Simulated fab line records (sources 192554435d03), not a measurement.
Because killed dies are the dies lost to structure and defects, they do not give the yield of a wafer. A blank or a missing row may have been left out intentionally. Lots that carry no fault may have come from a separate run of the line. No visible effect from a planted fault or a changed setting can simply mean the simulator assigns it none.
Matching of chambers / flow n5Finfet / N5_BEOL_M5_ETCH_62 on rieDiel-01 has 4 sister chambers
The step etches SOC in N2/H2, target depth 75 nm, overetch 15 nm, time 112.5 s. 16 wafers are shown with their chamber, then 8 later ones without.

## WAFERS, EACH WITH ITS CHAMBER
wafer=L074.2; chamber=0; throttleValvePct (%)=17.57; drypumpMotorCurrentA (A)=6.1; showerheadPlenumPTorr (Torr)=2.49
wafer=L074.3; chamber=2; throttleValvePct (%)=17.95; drypumpMotorCurrentA (A)=6.0; showerheadPlenumPTorr (Torr)=2.51
wafer=L074.4; chamber=0; throttleValvePct (%)=17.57; drypumpMotorCurrentA (A)=6.1; showerheadPlenumPTorr (Torr)=2.49
wafer=L076.1; chamber=0; throttleValvePct (%)=17.58; drypumpMotorCurrentA (A)=6.1; showerheadPlenumPTorr (Torr)=2.49
wafer=L076.2; chamber=1; throttleValvePct (%)=17.47; drypumpMotorCurrentA (A)=5.9; showerheadPlenumPTorr (Torr)=2.46
wafer=L076.4; chamber=2; throttleValvePct (%)=17.96; drypumpMotorCurrentA (A)=6.0; showerheadPlenumPTorr (Torr)=2.51
wafer=L075.3; chamber=3; throttleValvePct (%)=17.85; drypumpMotorCurrentA (A)=6.6; showerheadPlenumPTorr (Torr)=2.55
wafer=L075.4; chamber=1; throttleValvePct (%)=17.48; drypumpMotorCurrentA (A)=5.8; showerheadPlenumPTorr (Torr)=2.46
wafer=L075.5; chamber=1; throttleValvePct (%)=17.47; drypumpMotorCurrentA (A)=5.8; showerheadPlenumPTorr (Torr)=2.46
wafer=L085.1; chamber=2; throttleValvePct (%)=18.01; drypumpMotorCurrentA (A)=6.1; showerheadPlenumPTorr (Torr)=2.50
wafer=L085.3; chamber=0; throttleValvePct (%)=17.61; drypumpMotorCurrentA (A)=6.1; showerheadPlenumPTorr (Torr)=2.48
wafer=L085.5; chamber=2; throttleValvePct (%)=18.00; drypumpMotorCurrentA (A)=6.1; showerheadPlenumPTorr (Torr)=2.50
wafer=L087.1; chamber=1; throttleValvePct (%)=17.51; drypumpMotorCurrentA (A)=5.8; showerheadPlenumPTorr (Torr)=2.45
wafer=L087.3; chamber=3; throttleValvePct (%)=17.91; drypumpMotorCurrentA (A)=6.7; showerheadPlenumPTorr (Torr)=2.54
wafer=L087.4; chamber=2; throttleValvePct (%)=18.02; drypumpMotorCurrentA (A)=6.0; showerheadPlenumPTorr (Torr)=2.49
wafer=L088.1; chamber=3; throttleValvePct (%)=17.90; drypumpMotorCurrentA (A)=6.7; showerheadPlenumPTorr (Torr)=2.53

SIGNATURES (means of the wafers above)
reading=throttleValvePct; chamber 0=17.5825; chamber 1=17.4825; chamber 2=17.9880; chamber 3=17.8867; scatter within a chamber=0.026
reading=drypumpMotorCurrentA; chamber 0=6.100; chamber 1=5.825; chamber 2=6.040; chamber 3=6.667; scatter within a chamber=0.0467
reading=showerheadPlenumPTorr; chamber 0=2.4875; chamber 1=2.4575; chamber 2=2.5020; chamber 3=2.5400; scatter within a chamber=0.00725
Rule: for each reading, subtract the chamber's mean from the wafer's reading, divide by that reading's scatter and square the result; add these up over the readings and take the root, which gives the wafer's distance from the chamber. If the next closest chamber is less than 2 further off than the closest, the wafer can't be placed; otherwise it belongs to the closest. The scatter: take each reading less its chamber's mean, square it, sum over the shown wafers, divide by the number of wafers less the number of chambers, and take the root.

## WAFERS WITHOUT THEIR CHAMBER
wafer=L088.4; throttleValvePct (%)=17.51; drypumpMotorCurrentA (A)=5.9; showerheadPlenumPTorr (Torr)=2.45
wafer=L088.5; throttleValvePct (%)=17.90; drypumpMotorCurrentA (A)=6.7; showerheadPlenumPTorr (Torr)=2.54
wafer=L089.3; throttleValvePct (%)=17.90; drypumpMotorCurrentA (A)=6.7; showerheadPlenumPTorr (Torr)=2.53
wafer=L089.5; throttleValvePct (%)=17.54; drypumpMotorCurrentA (A)=5.8; showerheadPlenumPTorr (Torr)=2.44
wafer=L089.6; throttleValvePct (%)=17.66; drypumpMotorCurrentA (A)=6.1; showerheadPlenumPTorr (Torr)=2.47
wafer=L095.2; throttleValvePct (%)=17.66; drypumpMotorCurrentA (A)=6.1; showerheadPlenumPTorr (Torr)=2.47
wafer=L095.3; throttleValvePct (%)=17.91; drypumpMotorCurrentA (A)=6.7; showerheadPlenumPTorr (Torr)=2.53
wafer=L095.4; throttleValvePct (%)=18.03; drypumpMotorCurrentA (A)=6.0; showerheadPlenumPTorr (Torr)=2.49

## EACH ONE'S CHAMBER
wafer=L088.4; from the rows above=1; in truth=1
wafer=L088.5; from the rows above=3; in truth=3
wafer=L089.3; from the rows above=3; in truth=3
wafer=L089.5; from the rows above=1; in truth=1
wafer=L089.6; from the rows above=0; in truth=0
wafer=L095.2; from the rows above=0; in truth=0
wafer=L095.3; from the rows above=3; in truth=3
wafer=L095.4; from the rows above=2; in truth=2
Placed correctly: 8 of 8. Not placeable from these rows: 0. Wrongly placed: 0.
